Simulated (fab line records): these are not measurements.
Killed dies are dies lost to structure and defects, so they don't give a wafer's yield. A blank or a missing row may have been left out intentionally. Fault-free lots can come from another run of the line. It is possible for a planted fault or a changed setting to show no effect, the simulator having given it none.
Chamber matching    flow n5Finfet    N5_BEOL_M7_PECVD_70 on pecvd-02: 3 sister chambers
The step deposits SiO2 from TEOS/O2, target thk 20 nm, time 22.7 s. 22 wafers are shown with their chamber, then 11 later ones without.

WAFERS PAIRED WITH THEIR CHAMBERS
wafer   chamber  throttleValvePct (%)  heaterPowerW (W)  showerheadPlenumPTorr (Torr)
L074.2  1        23.4                  651               8.769
L074.3  0        21.9                  675               8.771
L074.5  2        20.7                  706               8.811
L076.3  0        22.1                  714               8.785
L076.4  0        22.1                  706               8.775
L076.6  2        20.8                  691               8.775
L078.1  1        23.3                  561               8.786
L078.2  2        20.6                  652               8.818
L078.5  2        20.7                  663               8.787
L081.2  1        23.3                  670               8.782
L081.3  0        22.3                  708               8.773
L081.4  2        20.4                  659               8.790
L084.2  0        22.2                  691               8.760
L084.3  2        20.7                  659               8.797
L084.6  0        22.1                  668               8.778
L088.1  2        20.8                  648               8.823
L088.5  1        23.4                  636               8.779
L088.6  2        21.1                  646               8.791
L087.1  0        22.3                  686               8.754
L087.2  1        23.6                  614               8.778
L087.5  1        23.4                  622               8.753
L089.1  1        23.9                  658               8.760

SIGNATURES (averages over the wafers above)
reading                chamber 0  chamber 1  chamber 2  scatter within a chamber
throttleValvePct       22.143     23.471     20.725     0.187
heaterPowerW           692.57     630.29     665.50     26.2
showerheadPlenumPTorr  8.77086    8.77243    8.79900    0.0136
Rule: for each reading, subtract the chamber's mean from the wafer's reading, divide by that reading's scatter and square the result; add these up over the readings and take the root, which gives the wafer's distance from the chamber. The wafer belongs to the nearest chamber; if the next one is less than 2 further off, it can't be placed. The scatter is the square root of a quotient: the sum, over the shown wafers, of each reading's squared deviation from its chamber's mean, divided by wafers minus chambers.

WAFERS MISSING THEIR CHAMBER
wafer   throttleValvePct (%)  heaterPowerW (W)  showerheadPlenumPTorr (Torr)
L089.2  22.4                  688               8.766
L089.6  23.3                  666               8.784
L092.2  23.5                  562               8.760
L092.3  20.8                  613               8.776
L092.6  20.8                  621               8.773
L096.3  21.0                  705               8.811
L096.4  20.4                  710               8.803
L096.5  22.1                  585               8.764
L097.2  20.7                  700               8.793
L097.4  22.3                  618               8.744
L097.5  23.7                  644               8.768

WHICH CHAMBER EACH ONE RAN IN
wafer   from the rows above  in truth
L089.2  0                    0
L089.6  1                    1
L092.2  1                    1
L092.3  2                    2
L092.6  2                    2
L096.3  2                    2
L096.4  2                    2
L096.5  0                    0
L097.2  2                    2
L097.4  0                    0
L097.5  1                    1
Placed correctly: 11 of 11. Not placeable from these rows: 0. 0 placed wrongly.
